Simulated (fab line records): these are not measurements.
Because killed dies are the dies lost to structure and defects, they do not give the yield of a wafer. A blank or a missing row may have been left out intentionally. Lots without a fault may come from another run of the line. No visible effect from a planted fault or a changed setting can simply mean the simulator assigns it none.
Chamber matching | flow nand harc | rie diel-08 running NHARC_A_STAIRCASE_ETCHBACK_157: 4 sister chambers
The step etches the open film in CH3F/O2, target depth 90 nm, time 167.14 s. 4 wafers are shown with their chamber, then 12 later ones without.

WAFERS, EACH WITH ITS CHAMBER
wafer  | chamber | showerhead plenum p Torr (Torr)
L088.4 | 3       | 2.40
L088.6 | 2       | 2.29
L090.4 | 0       | 2.36
L090.6 | 1       | 2.56

WAFERS MISSING THEIR CHAMBER
wafer  | showerhead plenum p Torr (Torr)
L092.1 | 2.56
L092.3 | 2.29
L092.5 | 2.36
L094.3 | 2.29
L094.4 | 2.56
L094.6 | 2.35
L095.3 | 2.35
L095.5 | 2.56
L095.6 | 2.29
L097.1 | 2.35
L097.2 | 2.40
L097.6 | 2.35

EACH ONE'S CHAMBER
wafer  | from the rows above | in truth
L092.1 | 1                   | 1
L092.3 | 2                   | 2
L092.5 | 0                   | 0
L094.3 | 2                   | 2
L094.4 | 1                   | 1
L094.6 | 0                   | 0
L095.3 | 0                   | 0
L095.5 | 1                   | 1
L095.6 | 2                   | 2
L097.1 | 0                   | 0
L097.2 | 3                   | 3
L097.6 | 0                   | 0
12 of 12 placed correctly. Not placeable from these rows: 0. Placed wrongly: 0.
How it was worked out, from the rows above alone: a wafer's distance from a chamber is the root of the sum, over the readings, of the square of ((its reading less the chamber's mean) divided by the reading's scatter). If the next closest chamber is less than 2 further off than the closest, the wafer can't be placed; otherwise it belongs to the closest. Each chamber's mean is taken over the wafers shown for it. The scatter (one wafer shown for each chamber): square how far every hidden wafer sits from the nearest shown wafer, average those squares and take the square root.
